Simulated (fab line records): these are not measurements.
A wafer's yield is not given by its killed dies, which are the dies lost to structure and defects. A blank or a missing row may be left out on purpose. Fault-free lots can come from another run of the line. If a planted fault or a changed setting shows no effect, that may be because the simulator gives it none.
Struck lot and sound lot, side by side | flow n5Finfet | 38 steps out of a route of 1938
Sound: these wafers, L225.1, L225.2, L225.4. Wafers struck: L218.2, L218.4. At the end, the cause is stated.
Per side, at each step with rows, come the tool, then ch with its chambers, and then its first start. Under that, the readings that differ: sound wafers | struck wafers | difference of the means | sigmas: that difference in standard deviations of wafers without a fault.
alike: readings whose means differ by less than 2 such deviations, and words and numbers that are the same on both sides. not compared: withheld readings, readings that some wafer has no value for, bounds like >300 that may hide the same value, and numbers for which the record gives no deviation and whose values overlap.
A row with sigmas, a row that says differs or no value, or rows on one side alone: a step with any of these is where the two part. Numbers that don't overlap but have no deviation are shown without sigmas and don't part them. Lack of a reading on every wafer of one side parts them only where that side has two or more wafers.

first, 9 steps without rows for these wafers: N5_BEOL_M1_ANNEAL_95 (time 240 s); N5_BEOL_M1_SPUTTER_96 (material Cu, target thk 4.5 nm, time 8.29 s); N5_BEOL_M1_ECD_50 (material Cu, target thk 300 nm); N5_BEOL_M1_ANNEAL_51 (time 90 s); N5_BEOL_M1_CMP_52 (polishes, stops on SiOC, t overpolish 6.8 s, target thk 40 nm); N5_BEOL_M1_PRE_CLEAN_60 (time 15 s); N5_BEOL_M1_CO_CAP_55 (material Co, precursor CCTBA/H2, target thk 2 nm, time 102.1 s); N5_BEOL_M1_PRE_CLEAN_56 (time 15 s); N5_BEOL_M1_DEP_57 (deposits SiCN from 3MS/NH3, target thk 8 nm, time 14 s).
N5_BEOL_M2_ILD_DEP_00: deposits SiOC from DEMS/O2, target thk 79 nm, time 15.3 s.
  sound on pecvd-03 ch 0,2, day 12 15:11; struck on pecvd-01 ch 0,1, day 10 08:04
reading                                     | sound          | struck    | difference | sigmas
heaterPowerW (W)                            | 444 333 327    | 482 618   | +182       | +2
model.SiOC_of_BEOL_M2_ILD_DEP_00.thkNm (nm) | 79.2 77.2 78.4 | 105 106.4 | +27        | 
  alike: showerheadPlenumPTorr, throttleValvePct
N5_BEOL_M2_THK_MEAS_01:
  sound on filmMetro-01 at day 12 15:16; struck on filmMetro-02 at day 10 08:08
reading         | sound          | struck      | difference | sigmas
M2_ILD_THK (nm) | 79.1 77.1 78.3 | 105.0 106.2 | +27.4      | +25
then, 24 steps without rows for these wafers: N5_BEOL_M2_PECVD_72 (deposits SiO2 from TEOS/O2, target thk 16 nm, time 18 s); N5_BEOL_M2_HM_DEP_02 (deposits TiN, target thk 20 nm); N5_BEOL_M2_COAT_61 (time 60 s, resist thk 60 nm); N5_BEOL_M2_COAT_62 (time 60 s, resist thk 12 nm); N5_BEOL_M2_COAT_73 (time 60 s, resist thk 5 nm); N5_BEOL_M2_COAT_05 (resist thk 30 nm); N5_BEOL_M2_EBR_07; N5_BEOL_M2_SOFTBAKE_06 (time 60 s); N5_BEOL_M2_EXPOSE_08 (exposes mask M2); N5_BEOL_M2_PEB_09 (peb time 60 s); N5_BEOL_M2_DEVELOP_10 (develop time 30 s); N5_BEOL_M2_DESCUM_16 (chemistry O2, time 7 s); N5_BEOL_M2_ETCH_74 (etches underlayer in N2/H2, target depth 6.5 nm, time 5.2 s); N5_BEOL_M2_ETCH_63 (etches SiARC in CF4, target depth 15.6 nm, time 26 s); N5_BEOL_M2_ETCH_64 (etches SOC in N2/H2, target depth 75 nm, overetch 22.5 nm, time 121.9 s); N5_BEOL_M2_STRIP_65 (strips in N2/H2); N5_BEOL_M2_STRIP_75 (strips in N2/H2); N5_BEOL_M2_STRIP_66 (strips in CF4); N5_BEOL_M2_HM_OPEN_17 (chemistry Cl2/BCl3, target TiN, target depth 20 nm, overetch 6 nm); N5_BEOL_M2_STRIP_19 (strips in O2); N5_BEOL_M2_COAT_67 (time 60 s, resist thk 60 nm); N5_BEOL_M2_COAT_68 (time 60 s, resist thk 12 nm); N5_BEOL_M2_COAT_76 (time 60 s, resist thk 5 nm); N5_BEOL_M2_COAT_22 (resist thk 30 nm).
N5_BEOL_M2_CMP_52: polishes, stops on SiOC, t overpolish 6.8 s, target thk 40 nm.
  sound on cmp-01 ch 0,1,2, day 13 04:20; struck on cmp-01 ch 0,3, day 10 21:25
reading                                     | sound          | struck    | difference | sigmas
model.SiOC_of_BEOL_M2_ILD_DEP_00.thkNm (nm) | 76.2 74.2 75.4 | 102 103.4 | +27        | 
  alike: motorCurrentA
N5_BEOL_M4_RC_MEAS_101:
  the record has rows for the sound wafers here (prober-02 ch 0, day 14 07:03) and none for the struck ones
-- the record jumps here: 6 days lie between the struck wafers' starts before and after (it left off in module BEOL_M4 and takes up again in module PASSIVATION, whose first step shown is number 1936 of the route) --
N5_PASSIVATION_PROBE_49:
  the record has rows for the struck wafers here (prober-02, day 16 17:56) and none for the sound ones

== WHERE THEY PART ==
First at N5_BEOL_M2_ILD_DEP_00; last, within this record, at N5_PASSIVATION_PROBE_49.

WHY: what had been put in by the simulator
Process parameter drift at N5_BEOL_M2_ILD_DEP_00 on pecvd-01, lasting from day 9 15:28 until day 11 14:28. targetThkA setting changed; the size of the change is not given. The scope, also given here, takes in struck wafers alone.
